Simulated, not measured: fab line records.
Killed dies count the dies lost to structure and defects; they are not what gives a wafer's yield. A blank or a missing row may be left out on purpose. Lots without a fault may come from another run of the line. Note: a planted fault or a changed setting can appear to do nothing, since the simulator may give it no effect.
fab line records	flow n5_finfet
[record] lots = 6	wafers = 18	last_day = 19
route steps=1938 shown BEOL_M14@1764 BEOL_M15@1773 PASSIVATION@1936
lots that met no fault: from a run of the same line without faults
start_h: hours from the record's opening day to when the first of the lot's shown wafers began	wait_h: time in hours since the lot's previous step	" the same as in the row above	L1.1+2: a row that stands for several wafers	- no value, or no start was given	* or withheld: withheld	< > ~ a bound
route shown NAME@n: a module of which the file shows steps, and the number in the route of the first	usual: mean and standard deviation over wafers with no fault	same: alike in all rows	chamber/n: place in a boat	sites: readings site by site	_std_site: standard deviation of those values	_edge_site: outer sites' mean less inner sites'	radius_mm: how far each site lies from the wafer's centre	mask NAME#n: copy n	behind: the last tool/chamber to shape the wafer	hold: why the lot went on hold/how many hours it stayed there/how the hold came to an end	device: the transistor (n, p or np) that didn't switch	end of line: the route-end tests of the same wafers	a step given without rows: its recipe and nothing more	killed: count of dies lost to structure and defects at first sort (not the wafer's yield)	map: a wafer's dies, x killed, . not, _ none there
set.NAME: the setting that was run; set.NAME@STEP: the one run at that earlier step	model.NAME: the simulator's own value behind a step, which no gauge read
lots at some steps of the route; a table a step, a row a wafer
services: when a tool's chamber went out of use (start_h, in hours from the record's first day, below 0 if earlier), for how many hours, and the reason
[[steps]]
[step N5_BEOL_M14_SPUTTER_45]
[recipe] material = Cu	target_thk_a = 1000	temp_c = -20	bias_v = 60	power_w = 26000	chamber_pressure_pa = 0.13	time_s = 16.67
[usual] bias_v = 59.9/0.55	cathode_dc_power_W = 26000/4.7	throttle_valve_pct = 30.2/1.1
lot.wafer	tool	chamber	start_h	wait_h	bias_v	cathode_dc_power_W	throttle_valve_pct
L766.3	pvd_sputter-03	-	255.51	0.0	60.7	26004	28.9
L766.4	"	-	"	"	59.7	26000	30.7
L766.5	"	-	"	"	59.6	26005	29.5
L765.1	pvd_sputter-01	-	255.75	0.0	60.3	26000	31.2
L765.3	"	-	"	"	59.3	25994	28.2
L765.6	"	-	"	"	59.1	26000	30.5
L772.1	pvd_sputter-02	-	287.94	0.0	60.3	25999	30.7
L772.3	"	-	"	"	60.2	25998	31.5
L772.4	"	-	"	"	59.8	26002	29.8
L773.2	pvd_sputter-01	-	291.45	0.0	60.6	25999	31.4
L773.4	"	-	"	"	59.5	25990	31.2
L773.5	"	-	"	"	60.9	26008	28.1
L779.1	pvd_sputter-01	-	404.38	0.0	59.7	26004	31.2
L779.2	"	-	"	"	60.0	25998	31.6
L779.4	"	-	"	"	59.7	25998	30.6
L778.1	pvd_sputter-02	-	433.97	0.0	60.4	25996	30.7
L778.3	"	-	"	"	60.1	25993	28.1
L778.6	"	-	"	"	60.0	25999	31.4
[step N5_BEOL_M14_ECD_47]
[recipe] material = Cu	target_thk_a = 12480
[step N5_BEOL_M14_ANNEAL_48]
[recipe] temp_c = 225	time_s = 90	ambient = N2
[usual] wafer_temp_C_max = 226.1/0.38
lot.wafer	tool	chamber	start_h	wait_h	wafer_temp_C_max
L766.3	rtp_anneal-02	0	255.91	0.2	226.1
L766.4	"	0	"	"	225.9
L766.5	"	0	"	"	225.6
L765.1	rtp_anneal-02	0	256.09	0.2	225.7
L765.3	"	0	"	"	225.9
L765.6	"	0	"	"	226.0
L772.1	rtp_anneal-02	0	288.25	0.1	225.7
L772.3	"	0	"	"	226.0
L772.4	"	0	"	"	226.1
L773.2	rtp_anneal-01	0	291.80	0.2	226.2
L773.4	"	0	"	"	226.3
L773.5	"	0	"	"	226.7
L779.1	rtp_anneal-01	0	404.69	0.1	226.2
L779.2	"	0	"	"	226.1
L779.4	"	0	"	"	226.3
L778.1	rtp_anneal-02	0	434.55	0.4	225.8
L778.3	"	0	"	"	225.6
L778.6	"	0	"	"	225.9
[step N5_BEOL_M14_CMP_49]
[recipe] stop_on = SiO2	t_overpolish_s = 5.2	down_force_psi = 2	platen_rpm = 80	clearing_platen_down_force_psi = 2	clearing_platen_rpm = 80	post_cmp_clean = cu_alkaline	target_thk_nm = 560	clearing_platen_pad_velocity_m_s = 1.5917	pad_velocity_m_s = 1.5917
[usual] barrier_field_endpoint_s = 11.39/0.27	motor_current_A = 7.9/0.81	overpolish_run_s = 5.199/0.0089	slurry_filter_dp_kPa = 13.51/0.14	time_to_endpoint_s = 122/4.1
lot.wafer	tool	chamber	start_h	wait_h	barrier_field_endpoint_s	motor_current_A	overpolish_run_s	slurry_filter_dp_kPa	time_to_endpoint_s
L766.4	cmp-03	1	256.16	0.2	10.96	7.6	5.192	13.69	118
L766.3	"	3	"	"	11.15	8.1	5.201	13.44	117
L766.5	"	1	"	"	11.02	7.4	5.202	13.34	116
L765.1	cmp-04	1	256.43	0.3	10.95	9.3	5.212	13.66	120
L765.3	"	3	"	"	11.16	8.4	5.194	13.31	119
L765.6	"	0	"	"	10.82	9.4	5.188	13.55	113
L772.4	cmp-01	3	288.55	0.1	11.55	8.2	5.210	13.76	123
L772.1	"	0	"	"	11.86	6.3	5.194	13.84	129
L772.3	"	2	"	"	11.57	7.7	5.202	13.62	123
L773.4	cmp-03	0	292.05	0.1	11.23	7.1	5.208	13.59	122
L773.2	"	3	"	"	11.38	8.1	5.200	13.39	128
L773.5	"	1	"	"	11.05	7.8	5.202	13.25	120
L779.2	cmp-01	0	404.99	0.2	11.47	6.3	5.201	13.65	125
L779.4	"	1	"	"	11.45	7.9	5.197	13.65	125
L779.1	"	2	"	"	11.54	7.5	5.199	13.49	127
L778.3	cmp-03	0	434.89	0.2	11.62	7.6	5.188	13.45	127
L778.1	"	2	"	"	11.43	8.3	5.205	13.70	123
L778.6	"	3	"	"	11.34	8.3	5.180	13.55	120
[step N5_BEOL_M14_THK_MEAS_50]
[recipe] thk_meas_gauge = xrf	reads = Cu_of_BEOL_M14_ECD_47
[usual] M14_THK = 566/16
lot.wafer	tool	chamber	start_h	wait_h	M14_THK[nm]
L766.3	film_metro-02	-	256.41	-	537
L766.4	"	-	"	"	593
L766.5	"	-	"	"	541
L765.1	film_metro-01	-	256.68	-	560
L765.3	"	-	"	"	539
L765.6	"	-	"	"	549
L772.1	film_metro-01	-	288.84	-	598
L772.3	"	-	"	"	566
L772.4	"	-	"	"	568
L773.2	film_metro-02	-	292.35	-	566
L773.4	"	-	"	"	557
L773.5	"	-	"	"	555
L779.1	film_metro-02	-	405.28	-	580
L779.2	"	-	"	"	567
L779.4	"	-	"	"	578
L778.1	film_metro-01	-	435.14	-	578
L778.3	"	-	"	"	534
L778.6	"	-	"	"	559
[step N5_BEOL_M14_PRE_CLEAN_52]
[recipe] gas = NH3	time_s = 15	temp_c = withheld	rf_power_w = 300
[step N5_BEOL_M14_DEP_53]
[recipe] material = SiCN	target_thk_a = 500	temp_c = withheld	precursor = 3MS/NH3	pressure_torr = 3	rf_w = 675	time_s = 17.8
[step N5_BEOL_M14_RS_MEAS_54]
[recipe] thk_meas_gauge = four-point-probe	reads = Cu_of_BEOL_M14_ECD_47+Ta_of_BEOL_M14_SPUTTER_44+TaN_of_BEOL_M14_SPUTTER_43
[usual] M14_RS = 0.0331/0.00094
lot.wafer	tool	chamber	start_h	wait_h	M14_RS[ohm/sq]
L766.3	film_metro-01	-	256.54	0.1	0.0347
L766.4	"	-	"	"	0.0315
L766.5	"	-	"	"	0.0345
L765.1	film_metro-01	-	256.81	0.0	0.0332
L765.3	"	-	"	"	0.0344
L765.6	"	-	"	"	0.0339
L772.1	film_metro-01	-	289.00	0.1	0.0315
L772.3	"	-	"	"	0.0333
L772.4	"	-	"	"	0.0332
L773.2	film_metro-02	-	292.51	0.1	0.0328
L773.4	"	-	"	"	0.0331
L773.5	"	-	"	"	0.0334
L779.1	film_metro-01	-	405.41	0.0	0.0321
L779.2	"	-	"	"	0.0329
L779.4	"	-	"	"	0.0324
L778.1	film_metro-01	-	435.27	0.0	0.0320
L778.3	"	-	"	"	0.0347
L778.6	"	-	"	"	0.0332
[step N5_BEOL_M14_INSPECT_55]
[recipe] inspect_instrument = darkfield	mode = post_dep
[usual] raw_defect_count = 73/29
lot.wafer	tool	chamber	start_h	wait_h	raw_defect_count
L766.3	defect_inspect-01	-	256.57	0.0	54
L766.4	"	-	"	"	28
L766.5	"	-	"	"	78
L765.1	defect_inspect-02	-	256.84	0.0	97
L765.3	"	-	"	"	62
L765.6	"	-	"	"	65
L772.1	defect_inspect-02	-	289.02	0.0	86
L772.3	"	-	"	"	70
L772.4	"	-	"	"	107
L773.2	defect_inspect-02	-	292.53	0.0	99
L773.4	"	-	"	"	119
L773.5	"	-	"	"	65
L779.1	defect_inspect-02	-	405.44	0.0	41
L779.2	"	-	"	"	73
L779.4	"	-	"	"	33
L778.1	defect_inspect-01	-	435.30	0.0	54
L778.3	"	-	"	"	46
L778.6	"	-	"	"	34
[step N5_BEOL_M15_ILD_DEP_00]
[recipe] material = SiO2	target_thk_a = 16293	temp_c = 400	precursor = TEOS/O2	pressure_torr = 6.5	rf_w = 900	teos_flow_sccm = 161.4	gas = O2	flow_sccm = 2650	time_s = 346.1
[usual] heater_power_w = 513/81	showerhead_plenum_p_Torr = 8.339/0.027	throttle_valve_pct = 18.7/1
lot.wafer	tool	chamber	start_h	wait_h	heater_power_w	showerhead_plenum_p_Torr	throttle_valve_pct
L766.3	pecvd-04	0	256.71	0.1	395	8.362	18.2
L766.4	"	1	"	"	502	8.335	20.3
L766.5	"	1	"	"	613	8.332	20.3
L765.1	pecvd-01	1	256.88	0.0	521	8.371	20.1
L765.3	"	0	"	"	554	8.310	19.7
L765.6	"	2	"	"	461	8.355	16.9
L772.1	pecvd-04	1	289.06	0.0	650	8.343	20.2
L772.3	"	2	"	"	665	8.324	17.7
L772.4	"	2	"	"	518	8.300	18.2
L773.2	pecvd-04	1	292.57	0.0	597	8.307	20.2
L773.4	"	0	"	"	509	8.352	18.1
L773.5	"	2	"	"	515	8.312	17.9
L779.1	pecvd-04	0	405.48	0.0	484	8.377	17.7
L779.2	"	2	"	"	621	8.323	18.4
L779.4	"	2	"	"	505	8.309	18.1
L778.1	pecvd-01	0	435.34	0.0	475	8.317	20.1
L778.3	"	2	"	"	450	8.333	17.2
L778.6	"	1	"	"	452	8.363	20.2
[step N5_BEOL_M15_THK_MEAS_01]
[recipe] reads = SiO2_of_BEOL_M15_ILD_DEP_00
[usual] M15_ILD_THK = 1620/20
lot.wafer	tool	chamber	start_h	wait_h	M15_ILD_THK[nm]
L766.3	film_metro-01	-	256.96	0.1	1608
L766.4	"	-	"	"	1618
L766.5	"	-	"	"	1639
L765.1	film_metro-02	-	257.13	0.1	1596
L765.3	"	-	"	"	1595
L765.6	"	-	"	"	1612
L772.1	film_metro-02	-	289.31	0.1	1635
L772.3	"	-	"	"	1607
L772.4	"	-	"	"	1630
L773.2	film_metro-02	-	292.82	0.1	1605
L773.4	"	-	"	"	1602
L773.5	"	-	"	"	1614
L779.1	film_metro-01	-	405.84	0.2	1628
L779.2	"	-	"	"	1621
L779.4	"	-	"	"	1624
L778.1	film_metro-02	-	435.59	0.1	1580
L778.3	"	-	"	"	1584
L778.6	"	-	"	"	1631
[step N5_BEOL_M15_COAT_58]
[recipe] resist = BARC	temp_c = 205	time_s = 60	spin_rpm = 1500	resist_thk_nm = 89
[step N5_BEOL_M15_COAT_04]
[recipe] spin_rpm = 1704	resist_thk_nm = 800
[usual] spin_speed_rpm = 1703.8/1.3
lot.wafer	tool	chamber	start_h	wait_h	spin_speed_rpm	model.coat_of_BEOL_M15_COAT_04.thk_nm
L766.3	litho_track-05	0	257.00	-	1702.5	797.6
L766.4	"	0	"	"	1701.6	797.4
L766.5	"	0	"	"	1703.3	796.4
L765.1	litho_track-02	0	257.16	-	1703.3	797.8
L765.3	"	0	"	"	1704.6	800.6
L765.6	"	0	"	"	1706.6	798.4
L772.1	litho_track-05	0	289.35	-	2024.9	733
L772.3	"	0	"	"	2024.1	736.2
L772.4	"	0	"	"	2026.2	733.2
L773.2	litho_track-05	0	292.86	-	2025.9	734.6
L773.4	"	0	"	"	2024.5	733.8
L773.5	"	0	"	"	2024.7	738.2
L779.1	litho_track-03	0	405.87	-	1701.8	801.6
L779.2	"	0	"	"	1705.5	802
L779.4	"	0	"	"	1704.3	800.4
L778.1	litho_track-02	0	435.62	-	1707.0	806
L778.3	"	0	"	"	1705.0	806
L778.6	"	0	"	"	1705.8	805.6
[step N5_BEOL_M15_EBR_06]
[recipe] solvent = PGMEA	ebr_width_mm = 1.5
[step N5_BEOL_M15_SOFTBAKE_05]
[recipe] temp_c = 130	time_s = 60
[step N5_BEOL_M15_EXPOSE_07]
[recipe] mask_id = V14	na = 0.8	source_shape = annular	sigma_inner = 0.5	sigma_outer = 0.8	polarization = unpolarized	attpsm_phase_deg = 180	dose_mj = 41.25
[step N5_BEOL_M15_PEB_08]
[recipe] peb_temp_c = 130	peb_time_s = 90
[step N5_BEOL_M15_DEVELOP_09]
[recipe] develop_time_s = 45	rinse_liquid = diw	dry = air_spin	dev_temp_c = 21
[step N5_BEOL_M15_HARDBAKE_14]
[recipe] temp_c = 130	time_s = 120
[step N5_BEOL_M15_CD_MEAS_10]
[recipe] target_cd_nm = 360	landing_energy_ev = 500	detector = se_inlens	polarity = opening
[usual] cd_nm = 361.4/1.7
lot.wafer	tool	chamber	start_h	wait_h	cd_nm
L766.3	cd_sem-03	0	257.27	-	361.1
L766.4	"	0	"	"	362.6
L766.5	"	0	"	"	364.9
L765.1	cd_sem-03	0	257.43	-	359.7
L765.3	"	0	"	"	362.9
L765.6	"	0	"	"	363.3
L772.1	cd_sem-03	0	289.62	-	365.2
L772.3	"	0	"	"	365.9
L772.4	"	0	"	"	363.4
L773.2	cd_sem-03	0	293.25	-	362.8
L773.4	"	0	"	"	365.3
L773.5	"	0	"	"	364.5
L779.1	cd_sem-03	0	406.14	-	360.5
L779.2	"	0	"	"	364.7
L779.4	"	0	"	"	360.5
L778.1	cd_sem-01	0	435.89	-	364.5
L778.3	"	0	"	"	360.8
L778.6	"	0	"	"	362.4
[step N5_BEOL_M15_OVL_MEAS_11]
[recipe] points_per_wafer = 44
[usual] V14_OVL = 1/6.7
lot.wafer	tool	chamber	start_h	wait_h	V14_OVL[nm]
L766.3	overlay-02	0	257.30	0.0	-6
L766.4	"	0	"	"	6
L766.5	"	0	"	"	-6
L765.1	overlay-01	0	257.46	0.0	11
L765.3	"	0	"	"	11
L765.6	"	0	"	"	-1
L772.1	overlay-01	0	289.65	0.0	9
L772.3	"	0	"	"	18
L772.4	"	0	"	"	2
L773.2	overlay-01	0	293.28	0.0	1
L773.4	"	0	"	"	-1
L773.5	"	0	"	"	-10
L779.1	overlay-01	0	406.17	0.0	9
L779.2	"	0	"	"	-3
L779.4	"	0	"	"	-1
L778.1	overlay-01	0	435.92	0.0	-5
L778.3	"	0	"	"	-1
L778.6	"	0	"	"	-9
[step N5_BEOL_M15_INSPECT_12]
[recipe] mode = adi	inspect_instrument = macro
[usual] raw_defect_count = 2.2/1.6
lot.wafer	tool	chamber	start_h	wait_h	raw_defect_count
L766.3	defect_inspect-01	-	257.32	0.0	2
L766.4	"	-	"	"	5
L766.5	"	-	"	"	0
L765.1	defect_inspect-01	-	257.48	0.0	0
L765.3	"	-	"	"	1
L765.6	"	-	"	"	1
L772.1	defect_inspect-02	-	289.67	0.0	5
L772.3	"	-	"	"	5
L772.4	"	-	"	"	3
L773.2	defect_inspect-01	-	293.30	0.0	2
L773.4	"	-	"	"	1
L773.5	"	-	"	"	3
L779.1	defect_inspect-02	-	406.19	0.0	3
L779.2	"	-	"	"	2
L779.4	"	-	"	"	3
L778.1	defect_inspect-02	-	435.95	0.0	4
L778.3	"	-	"	"	3
L778.6	"	-	"	"	2
[step N5_BEOL_M15_DESCUM_15]
[recipe] chemistry = O2	time_s = 7.9	source_power_w = 50	bias_power_w = 20	pressure_mtorr = 20	rf_frequency_hz = 2.712e+07	temp_c = 40	o2_flow_sccm = 225
[usual] drypump_motor_current_A = 5.8/0.4	o2_flow_sccm = 225.0/0.61	oes_product_au = 0.79/0.091	rf_vpp_V = 242.9/1.3	showerhead_plenum_p_Torr = 2.09/0.061	throttle_valve_pct = 20.44/0.14
lot.wafer	tool	chamber	start_h	wait_h	drypump_motor_current_A	o2_flow_sccm	oes_product_au	rf_hours_counter_h	rf_vpp_V	showerhead_plenum_p_Torr	throttle_valve_pct
L766.3	rie_diel-03	3	257.35	0.0	5.6	225.4	0.89	21	244.7	2.14	20.26
L766.4	"	0	"	"	5.4	225.9	0.71	204	241.1	1.99	20.77
L766.5	"	3	"	"	5.6	225.0	0.90	-	244.3	2.14	20.27
L765.1	rie_diel-04	0	257.52	0.0	5.5	225.7	0.70	222	243.1	2.07	20.51
L765.3	"	1	"	"	5.4	225.0	0.78	109	240.9	2.02	20.54
L765.6	"	2	"	"	6.0	224.8	0.69	-	242.7	2.07	20.39
L772.1	rie_diel-04	0	289.70	0.0	5.5	223.9	0.68	234	242.4	2.06	20.56
L772.3	"	3	"	"	6.1	224.3	0.85	76	241.2	2.05	20.39
L772.4	"	3	"	"	6.1	224.8	0.85	-	241.2	2.05	20.38
L773.2	rie_diel-03	2	293.34	0.0	5.7	224.8	0.93	11	242.9	2.05	20.38
L773.4	"	3	"	"	5.7	224.8	0.88	31	244.9	2.13	20.28
L773.5	"	1	"	"	5.2	224.6	0.87	-	244.0	2.12	20.41
L779.1	rie_diel-02	2	406.29	0.1	6.4	224.5	0.77	106	242.1	2.13	20.43
L779.2	"	3	"	"	5.5	225.3	0.79	93	243.3	2.21	20.43
L779.4	"	3	"	"	5.5	225.5	0.80	-	245.8	2.21	20.44
L778.1	rie_diel-02	2	435.98	0.0	6.4	225.1	0.77	117	241.7	2.13	20.47
L778.3	"	1	"	"	6.4	225.8	0.99	3	243.0	2.07	20.03
L778.6	"	2	"	"	6.3	224.6	0.77	-	243.7	2.13	20.46
[step N5_BEOL_M15_ETCH_59]
[recipe] chemistry = N2/H2	target = BARC	target_depth_a = 890	overetch_a = 267	time_s = 67.9	ion_energy_ev = 200	pressure_mtorr = 30	source_w = 840	bias_w = 150	n2_flow_sccm = 200	h2_flow_sccm = 200
[step N5_BEOL_M15_VIA_ETCH_16]
[recipe] chemistry = C4F8/O2/Ar	target = SiO2	he_inner_torr = 15	he_outer_torr = 30	target_depth_a = 17922	time_s = withheld	ion_energy_ev = 800	pressure_mtorr = 20	source_w = 1905	bias_w = 2040	Ar_flow_sccm = 400	C4F8_flow_sccm = 16	O2_flow_sccm = 12	ends = cleared
[usual] O2_flow_sccm = 12.00/0.035	bias_w = 2039/6.8	drypump_motor_current_A = 5.8/0.4	he_outer_torr = 30.00/0.064	oes_product_au = 0.71/0.081	rf_vpp_V = 2208/27	showerhead_plenum_p_Torr = 3.42/0.086	throttle_valve_pct = 30.80/0.21
lot.wafer	tool	chamber	start_h	wait_h	O2_flow_sccm	bias_w	drypump_motor_current_A	he_outer_torr	oes_product_au	rf_vpp_V	showerhead_plenum_p_Torr	throttle_valve_pct	model.coat_of_BEOL_M15_COAT_04.thk_nm
L766.3	rie_diel-03	3	257.44	0.0	12.06	2029	5.7	30.06	0.81	2202	3.50	30.63	338.6
L766.4	"	0	"	"	12.02	2040	5.5	30.05	0.64	2192	3.29	31.23	329.4
L766.5	"	3	"	"	12.05	2038	5.7	29.87	0.80	2202	3.50	30.61	330.6
L765.1	rie_diel-04	0	257.61	0.0	11.97	2035	5.5	30.02	0.63	2209	3.38	30.81	345.2
L765.3	"	1	"	"	11.91	2026	5.4	29.96	0.71	2156	3.32	30.95	339.2
L765.6	"	2	"	"	12.03	2035	6.0	29.97	0.62	2253	3.40	30.75	331.6
L772.1	rie_diel-04	0	289.79	0.0	12.04	2041	5.6	29.94	0.62	2208	3.37	30.82	272.4
L772.3	"	3	"	"	11.98	2040	6.1	30.03	0.77	2176	3.35	30.71	263
L772.4	"	3	"	"	12.02	2037	6.1	30.09	0.77	2177	3.35	30.73	254.6
L773.2	rie_diel-03	2	293.42	0.0	12.01	2042	5.8	30.11	0.84	2257	3.40	31.05	275
L773.4	"	3	"	"	11.98	2039	5.7	30.09	0.78	2200	3.49	30.63	277.6
L773.5	"	1	"	"	11.98	2036	5.2	29.93	0.78	2183	3.49	31.01	274
L779.1	rie_diel-02	2	406.38	0.0	11.96	2042	6.4	30.00	0.70	2215	3.44	30.58	332.8
L779.2	"	3	"	"	11.98	2046	5.6	30.03	0.71	2201	3.59	30.71	333.8
L779.4	"	3	"	"	12.00	2046	5.5	29.98	0.71	2201	3.59	30.70	330.6
L778.1	rie_diel-02	2	436.07	0.0	12.04	2033	6.3	29.97	0.69	2214	3.43	30.60	348.6
L778.3	"	1	"	"	11.98	2035	6.4	30.02	0.90	2228	3.39	30.46	350.4
L778.6	"	2	"	"	12.03	2047	6.3	29.87	0.69	2215	3.43	30.60	335.8
[step N5_BEOL_M15_STRIP_63]
[recipe] chemistry = O2	power_w = 600	temp_c = 60	pressure_mtorr = 30	rf_frequency_hz = 6e+07	bias_power_w = 0	overash_fraction = 0.3	o2_flow_sccm = 225
[step N5_PASSIVATION_PROBE_49]
[usual] defect_limited_yield = 91.2/1.4	killed_at_M0_to_M3 = 36/10	killed_at_M4_up = 13/5.1	killed_at_contacts = 12/5.4	killed_at_front_end = 39/11	killed_at_other = 3.5/2.4	killed_dies = 104/17	killed_open = 67/13	killed_short = 36/8.3	sort_bin_5_function = 5.2/0.98	sort_bin_6_memory = 3.3/0.68	sort_n_pass = 1076/17	sort_yield_pct = 91.2/1.4
[same] gross_dies = 1180	killed_at_back_side = 0	sort_bin_4_leakage[%] = 0	sort_bin_8_speed[%] = 0
lot.wafer	tool	chamber	start_h	wait_h	defect_limited_yield[%]	killed_at_M0_to_M3	killed_at_M4_up	killed_at_contacts	killed_at_front_end	killed_at_other	killed_dies	killed_open	killed_short	sort_bin_5_function[%]	sort_bin_6_memory[%]	sort_n_pass	sort_yield_pct[%]
L772.1	prober-02	-	309.22	0.0	89.4	45	20	17	34	9	125	86	39	7.1	3.3	1055	89.4
L772.3	prober-02	-	309.32	0.1	91.9	31	13	16	33	3	96	64	32	5.5	2.5	1084	91.9
L772.4	prober-02	-	309.37	0.2	87.9	44	21	19	53	6	143	104	39	7.6	4.2	1037	87.9
// killed by level:class
L772.1 BEOL_M4:geometric_particle:open=13 BEOL_M0_SAQP:geometric_particle:open=13 MOL_CONTACT_COAG:geometric_particle:open=12 FIN_SAQP:geometric_particle:open=9 BEOL_M3:geometric_particle:open=9 STI_FIN_REVEAL:geometric_particle:open=6 BEOL_M1:geometric_particle:short=6 MOL_CONTACT_COAG:geometric_particle:short=5
L772.3 MOL_CONTACT_COAG:geometric_particle:open=13 FIN_SAQP:geometric_particle:open=8 BEOL_M0_SAQP:geometric_particle:short=8 BEOL_M0_SAQP:geometric_particle:open=8 BEOL_M2:geometric_particle:open=8 FIN_SAQP:geometric_particle:short=5 BEOL_M4:geometric_particle:open=5 STI_FIN_REVEAL:geometric_particle:open=4
L772.4 FIN_SAQP:geometric_particle:open=17 MOL_CONTACT_COAG:geometric_particle:open=16 BEOL_M4:geometric_particle:open=14 BEOL_M1:geometric_particle:open=13 BEOL_M0_SAQP:geometric_particle:open=10 BEOL_M0_SAQP:geometric_particle:short=9 FIN_SAQP:geometric_particle:short=8 DUMMY_GATE:geometric_particle:open=6
[[services]]
tool	chamber	start_h	hours	kind
cmp-04	-	232.84	6.7	pm
cmp-04	-	242.61	2.7	repair
cmp-03	-	272.33	1.2	repair
cmp-01	-	281.55	2.3	repair
pecvd-04	-	289.65	1.4	repair
rie_diel-04	-	291.47	14.6	pm
cmp-03	-	292.28	4.4	pm
pecvd-01	-	295.24	5.5	pm
rie_diel-03	1	298.37	98.2	repair
pvd_sputter-01	-	303.96	11.5	repair
cmp-03	-	308.57	4.0	pm
cmp-01	-	336.82	3.7	repair
cmp-03	-	346.29	2.5	repair
pecvd-01	-	346.46	0.5	repair
rtp_anneal-01	-	352.62	3.9	pm
cmp-01	-	363.47	0.5	repair
cmp-01	-	387.28	4.0	pm
cmp-03	-	402.30	7.7	pm
pvd_sputter-02	-	408.76	24.6	repair
rie_diel-04	3	414.67	47.5	repair
cmp-03	-	417.62	3.2	repair
cmp-03	-	422.43	0.4	repair
pecvd-04	-	424.73	1.7	repair
rie_diel-04	2	425.05	4.3	repair
[[key]]
[first_sign] step = N5_BEOL_M15_COAT_04	reading = spin_speed_rpm	direction = up	sigmas = 99+	usual = *	struck = *
[effect] step = N5_BEOL_M15_CD_MEAS_10	reading = cd_nm	direction = up	sigmas = 1.8	usual = 361.4	struck = 364.5
[model_effect] step = N5_BEOL_M15_COAT_04	value = coat_of_BEOL_M15_COAT_04.thk_nm	without = 801.1	struck = 734.8
[model_effect] step = N5_BEOL_M15_VIA_ETCH_16	value = coat_of_BEOL_M15_COAT_04.thk_nm	without = 335.6	struck = 269.4
met_at N5_BEOL_M15_COAT_04
struck_wafers L772.1,L772.3,L772.4,L773.2,L773.4,L773.5
onset_between 257.00 289.35
[fault] kind = process_parameter_drift	tool = litho_track-05	chamber = -	onset_h = 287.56	steps = N5_BEOL_M15_COAT_04	channel = spin_rpm	offset = *	shape = step	end_h = 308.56	acts_in = *	stated = *
